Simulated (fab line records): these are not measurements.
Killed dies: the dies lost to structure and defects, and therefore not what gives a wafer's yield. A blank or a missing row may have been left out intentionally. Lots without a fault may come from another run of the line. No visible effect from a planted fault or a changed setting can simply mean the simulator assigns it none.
A struck lot beside a sound one    flow nand-harc    13 steps out of a route of 1302
Sound: these wafers, L766.2, L766.3, L766.4. Struck: wafers L775.2, L775.4, L775.6. The cause comes at the end.
Order at every step that has rows: each side's tool, ch and its chambers, its first start. Under that, the readings that differ: sound wafers    struck wafers    difference of the means    sigmas: that difference in standard deviations of wafers without a fault.
alike: words and numbers the same on both sides, and readings whose means are apart by under 2 such deviations; not compared: readings that were withheld, readings missing a value for some wafer, numbers with overlapping values and no deviation given by the record, and bounds like >300 which may hide the same value.
The two part at a step that has a row with sigmas, a row that says differs or no value, or rows on one side only. When numbers do not overlap yet have no deviation, they are printed without sigmas and do not part them. A reading missing from all wafers of one side parts the sides only when that side holds two or more wafers.

NHARC_A_STAIRCASE_ETCH_19: etches the open film in C4F8/O2, target depth 100 nm, time 40.5 s.
  sound: rie-diel-13 ch 0,1,2; struck: rie-diel-03 ch 0,1
  alike: oes-product-au, rf-vpp-V
  not compared: rf-hours-counter-h
then, 1 step without rows for these wafers: NHARC_A_STAIRCASE_TRIM_20 (chemistry O2, time 211.2 s).
NHARC_A_STAIRCASE_ETCH_21: etches the open film in C4F8/O2, target depth 100 nm, time 40.5 s.
  sound: rie-diel-12 ch 1,2,3; struck: rie-diel-03 ch 1,3
  alike: oes-product-au, rf-vpp-V
  not compared: rf-hours-counter-h
NHARC_A_STAIRCASE_TRIM_22: chemistry O2, time 211.2 s.
  sound: rie-diel-12 ch 0,1,3; struck: rie-diel-03 ch 0,1,3
  alike: drypump-motor-current-A, oes-product-au, rf-vpp-V, showerhead-plenum-p-Torr, throttle-valve-pct
  not compared: rf-hours-counter-h
NHARC_A_STAIRCASE_ETCH_23: etches the open film in C4F8/O2, target depth 100 nm, time 40.5 s.
  sound: rie-diel-12 ch 0,1,2; struck: rie-diel-03 ch 0,2
  alike: oes-product-au, rf-vpp-V
  not compared: rf-hours-counter-h
then, 1 step without rows for these wafers: NHARC_A_STAIRCASE_TRIM_24 (chemistry O2, time 211.2 s).
NHARC_A_STAIRCASE_ETCH_25: etches the open film in C4F8/O2, target depth 100 nm, time 40.5 s.
  sound: rie-diel-12 ch 1,2,3; struck: rie-diel-03 ch 1,2
  alike: oes-product-au, rf-vpp-V
  not compared: rf-hours-counter-h
then, 3 steps without rows for these wafers: NHARC_A_STAIRCASE_TRIM_26 (chemistry O2, time 211.2 s); NHARC_A_STAIRCASE_ETCH_27 (etches the open film in C4F8/O2, target depth 100 nm, time 40.5 s); NHARC_A_STAIRCASE_STRIP_175 (strips in O2).
NHARC_A_STAIRCASE_STRIP_148: strips in SPM, time 900 s.
  sound on wet-bench-03 ch 2,5,6, day 18 10:44; struck on wet-bench-05 ch 0,1,5, day 22 22:25
  no value came back on the struck wafers for bath-guard-temp-C (C), bath-heat-duty-pct (%), time-s (s); on the sound wafers bath-guard-temp-C (C) reads 129.6 129.6 130.3
then, 2 steps without rows for these wafers: NHARC_A_STAIRCASE_PRECLEAN_149 (cleans in SC1); NHARC_END_SORT_01.

## WHERE THEY PART
At NHARC_A_STAIRCASE_STRIP_148 and nowhere else, as far as this record goes.

WHY: the cause the simulator had injected
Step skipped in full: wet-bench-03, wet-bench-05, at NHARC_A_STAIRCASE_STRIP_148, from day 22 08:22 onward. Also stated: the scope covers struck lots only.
